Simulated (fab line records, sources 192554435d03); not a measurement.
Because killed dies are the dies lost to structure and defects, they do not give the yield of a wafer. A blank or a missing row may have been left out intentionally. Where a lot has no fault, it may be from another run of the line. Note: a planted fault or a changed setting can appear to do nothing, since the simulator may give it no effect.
The tool behind it: which one? -- flow n5-finfet -- 72 wafers from 24 lots sampled at 4 of the route's 1938 steps

WHAT THE GAUGES SHOWED, per wafer
N5_BEOL_M9_THK_MEAS_53: measures by xrf.
lot,measured,on,M9_THK (nm)
L075,day 10 18:38,film-metro-02,145 140 138
L074,day 10 18:51,film-metro-01,138 138 140
L076,day 11 01:16,film-metro-02,138 143 136
L079,day 11 05:02,film-metro-01,137 136 143
L077,day 12 01:13,film-metro-02,141 142 142
L078,day 12 03:52,film-metro-02,142 135 146
L081,day 12 08:38,film-metro-01,140 135 134
L080,day 12 16:16,film-metro-02,140 138 138
L082,day 12 20:09,film-metro-02,144 138 140
L083,day 12 21:17,film-metro-02,146 137 140
L084,day 12 23:37,film-metro-02,144 141 144
L085,day 13 04:54,film-metro-01,136 136 132
L086,day 13 20:37,film-metro-02,145 141 143
L087,day 14 06:18,film-metro-01,138 141 142
L090,day 14 11:50,film-metro-02,141 135 140
L088,day 14 12:07,film-metro-02,146 135 139
L089,day 14 12:08,film-metro-01,136 139 138
L092,day 14 16:13,film-metro-01,138 137 134
L091,day 14 20:47,film-metro-01,135 143 139
L093,day 15 11:20,film-metro-01,134 135 132
L095,day 15 17:32,film-metro-01,134 144 138
L094,day 15 17:54,film-metro-02,145 137 142
L096,day 16 17:49,film-metro-02,143 134 134
L097,day 18 01:07,film-metro-01,145 139 134

N5_BEOL_M10_OCD_MEAS_38.
lot,measured,on,trench-depth-nm (nm)
L075,day 10 22:53,ocd-02,151.6 148.7 149.8
L074,day 10 23:09,ocd-02,145.3 149.9 149.7
L076,day 11 07:18,ocd-01,151.4 147.7 144.9
L079,day 11 11:14,ocd-02,145.4 142.0 146.3
L077,day 12 06:02,ocd-02,157.3 151.7 151.4
L078,day 12 08:11,ocd-02,147.8 144.8 144.1
L081,day 12 17:39,ocd-01,149.0 153.9 155.4
L080,day 12 20:07,ocd-02,147.3 143.3 148.5
L082,day 13 02:07,ocd-02,148.5 150.8 150.1
L083,day 13 02:35,ocd-02,141.5 145.2 147.7
L084,day 13 04:40,ocd-01,152.8 148.3 151.5
L085,day 13 09:08,ocd-02,146.3 142.3 144.4
L086,day 14 03:07,ocd-02,150.5 153.2 148.5
L087,day 14 10:36,ocd-02,149.1 147.1 145.0
L090,day 14 16:05,ocd-02,149.1 149.5 153.2
L088,day 14 16:13,ocd-01,146.4 147.3 146.3
L089,day 14 18:31,ocd-02,149.2 150.5 150.0
L092,day 14 22:32,ocd-01,147.7 148.4 147.0
L091,day 15 02:55,ocd-01,152.6 149.2 148.9
L093,day 15 14:46,ocd-02,148.9 151.7 150.0
L095,day 15 21:40,ocd-02,145.2 144.0 145.5
L094,day 15 21:50,ocd-02,149.4 148.2 144.1
L096,day 16 23:41,ocd-02,153.6 147.8 150.2
L097,day 18 07:38,ocd-02,149.8 151.5 150.0

EACH LOT AND THE TOOL THAT RAN IT (in order: tool; ch and the chambers of the sampled wafers; start)
lot,N5_BEOL_M10_HM_OPEN_17,N5_BEOL_M10_ETCH_41
L075,"rie-metal-03 ch 0, day 10 21:04","rie-diel-04 ch 0,2, day 10 22:53 or earlier"
L074,"rie-metal-02 ch 0,1, day 10 21:10","rie-diel-01 ch 0,2,3, day 10 23:09 or earlier"
L076,"rie-metal-02 ch 0,1, day 11 03:54","rie-diel-01 ch 0,1,3, day 11 07:18 or earlier"
L079,"rie-metal-01 ch 1, day 11 08:28","rie-diel-04 ch 1,2,3, day 11 11:14 or earlier"
L077,"rie-metal-03 ch 0,1, day 12 03:38","rie-diel-02 ch 0,3, day 12 06:02 or earlier"
L078,"rie-metal-02 ch 1, day 12 06:55","rie-diel-04 ch 1,3, day 12 08:11 or earlier"
L081,"rie-metal-03 ch 0,1, day 12 12:49","rie-diel-02 ch 0,3, day 12 17:39 or earlier"
L080,"rie-metal-03 ch 0, day 12 18:57","rie-diel-04 ch 0,1,2, day 12 20:07 or earlier"
L082,"rie-metal-02 ch 0,1, day 12 23:05","rie-diel-02 ch 0,2, day 13 02:07 or earlier"
L083,"rie-metal-03 ch 0,1, day 12 23:14","rie-diel-04 ch 0,1,3, day 13 02:35 or earlier"
L084,"rie-metal-01 ch 0,1, day 13 03:21","rie-diel-02 ch 0,3, day 13 04:40 or earlier"
L085,"rie-metal-02 ch 1, day 13 07:49","rie-diel-04 ch 1,2, day 13 09:08 or earlier"
L086,"rie-metal-01 ch 0,1, day 14 01:56","rie-diel-02 ch 2,3, day 14 03:07 or earlier"
L087,"rie-metal-03 ch 0,1, day 14 09:23","rie-diel-01 ch 0,1,3, day 14 10:36 or earlier"
L090,"rie-metal-03 ch 0,1, day 14 14:35","rie-diel-02 ch 1,2,3, day 14 16:05 or earlier"
L088,"rie-metal-02 ch 0,1, day 14 14:37","rie-diel-04 ch 0,2, day 14 16:13 or earlier"
L089,"rie-metal-02 ch 0,1, day 14 14:52","rie-diel-01 ch 1,2,3, day 14 18:31 or earlier"
L092,"rie-metal-02 ch 0,1, day 14 18:58","rie-diel-04 ch 2,3, day 14 22:32 or earlier"
L091,"rie-metal-02 ch 0,1, day 14 22:58","rie-diel-02 ch 1,2,3, day 15 02:55 or earlier"
L093,"rie-metal-01 ch 0,1, day 15 13:25","rie-diel-02 ch 2,3, day 15 14:46 or earlier"
L095,"rie-metal-03 ch 0,1, day 15 19:38","rie-diel-04 ch 0,1,2, day 15 21:40 or earlier"
L094,"rie-metal-02 ch 0,1, day 15 20:15","rie-diel-01 ch 0,1,3, day 15 21:50 or earlier"
L096,"rie-metal-02 ch 1, day 16 20:25","rie-diel-02 ch 1,3, day 16 23:41 or earlier"
L097,"rie-metal-01 ch 0,1, day 18 03:52","rie-diel-02 ch 1,2,3, day 18 07:38 or earlier"
- N5_BEOL_M10_HM_OPEN_17: chemistry Cl2/BCl3, target TiN, target depth 20 nm, overetch 6 nm.
- N5_BEOL_M10_ETCH_41: etches SiCN in CH3F/O2, target depth 42.6 nm, time 86 s.

AS READ BY THE TOOLS THEMSELVES (means over the sampled wafers that have a number; for cases with no such wafer, the mark the record gives instead)
N5_BEOL_M10_HM_OPEN_17.
lot,tool,bias-w (W),drypump-motor-current-A (A),oes-product-au (a.u.),throttle-valve-pct (%)
L075,rie-metal-03,126.2,6.0,0.60,22.35
L074,rie-metal-02,125.9,5.3,0.66,21.91
L076,rie-metal-02,125.9,5.2,0.67,21.90
L079,rie-metal-01,125.9,5.2,0.60,22.45
L077,rie-metal-03,125.6,5.7,0.70,22.15
L078,rie-metal-02,125.4,5.5,0.57,21.93
L081,rie-metal-03,126.2,5.8,0.65,22.26
L080,rie-metal-03,125.9,6.0,0.60,22.35
L082,rie-metal-02,125.9,5.4,0.62,21.91
L083,rie-metal-03,126.3,5.8,0.64,22.26
L084,rie-metal-01,126.0,5.5,0.67,22.40
L085,rie-metal-02,125.9,5.5,0.57,21.92
L086,rie-metal-01,125.6,5.5,0.65,22.43
L087,rie-metal-03,126.1,5.7,0.69,22.17
L090,rie-metal-03,126.3,5.7,0.69,22.17
L088,rie-metal-02,126.3,5.3,0.65,21.92
L089,rie-metal-02,125.8,5.4,0.61,21.93
L092,rie-metal-02,126.2,5.2,0.66,21.92
L091,rie-metal-02,126.1,5.4,0.61,21.92
L093,rie-metal-01,126.1,5.5,0.65,22.42
L095,rie-metal-03,126.1,5.7,0.69,22.14
L094,rie-metal-02,126.5,5.2,0.64,21.93
L096,rie-metal-02,126.1,5.5,0.56,21.93
L097,rie-metal-01,126.0,5.7,0.70,22.35

N5_BEOL_M10_ETCH_41.
lot,tool,bias-w (W),drypump-motor-current-A (A),oes-product-au (a.u.),rf-vpp-V (V),showerhead-plenum-p-Torr (Torr),throttle-valve-pct (%)
L075,rie-diel-04,74.94,5.7,0.85,298.4,2.06,16.08
L074,rie-diel-01,74.96,5.4,0.79,298.5,2.07,16.25
L076,rie-diel-01,75.07,5.0,0.82,299.0,2.01,16.19
L079,rie-diel-04,74.89,6.0,0.74,297.5,2.00,16.36
L077,rie-diel-02,74.93,5.4,0.79,296.5,2.01,16.17
L078,rie-diel-04,74.91,6.2,0.69,297.8,2.03,16.49
L081,rie-diel-02,74.81,5.5,0.85,298.4,2.04,16.02
L080,rie-diel-04,75.04,5.9,0.77,298.2,2.03,16.28
L082,rie-diel-02,74.79,5.7,0.87,299.4,2.08,16.27
L083,rie-diel-04,75.11,6.0,0.74,298.4,2.04,16.33
L084,rie-diel-02,75.27,5.5,0.85,298.2,2.03,16.04
L085,rie-diel-04,74.71,6.0,0.75,296.5,1.98,16.37
L086,rie-diel-02,74.86,5.8,0.91,299.2,2.11,16.13
L087,rie-diel-01,74.94,5.0,0.79,296.7,2.01,16.23
L090,rie-diel-02,75.00,5.7,0.85,297.5,2.03,16.17
L088,rie-diel-04,75.35,5.7,0.82,297.4,2.05,16.15
L089,rie-diel-01,75.13,5.5,0.84,298.7,2.05,16.16
L092,rie-diel-04,75.10,5.8,0.71,296.3,1.97,16.36
L091,rie-diel-02,74.86,5.7,0.84,297.4,2.03,16.17
L093,rie-diel-02,75.07,5.8,0.89,298.8,2.10,16.16
L095,rie-diel-04,74.92,6.0,0.83,298.3,2.02,16.17
L094,rie-diel-01,74.98,5.0,0.78,297.6,2.00,16.27
L096,rie-diel-02,74.83,5.6,0.77,295.5,1.96,16.22
L097,rie-diel-02,75.03,5.7,0.80,297.2,2.02,16.24

THE ANSWER, worked out from the rows above alone
Rule: what is usual is taken from the lots themselves. The widest of any qualifying gaps counts: lots, ordered by their means at a reading, are off when they make up no more than a third of the lots, leave a main group of 4 or more, and stand apart from it by 3 or more times the standard deviation of that group's means. The tables above print the reading to a certain number of digits; a main group whose means all agree to those digits is not used. A lot without any number at a reading at which 4 lots or more have one is off too. Where the step has rows for the other lots, those lots are counted as sound. After the gauges, taken in route order, come the tools' own readings; for these a lot's mean is taken, as printed above. The first step at which some lot is off is used, and at that step the reading that is off furthest; a lot without a number counts as furthest.
Nothing can be told from this: no lot is off at any reading shown.

WHAT WAS PUT IN BY THE SIMULATOR
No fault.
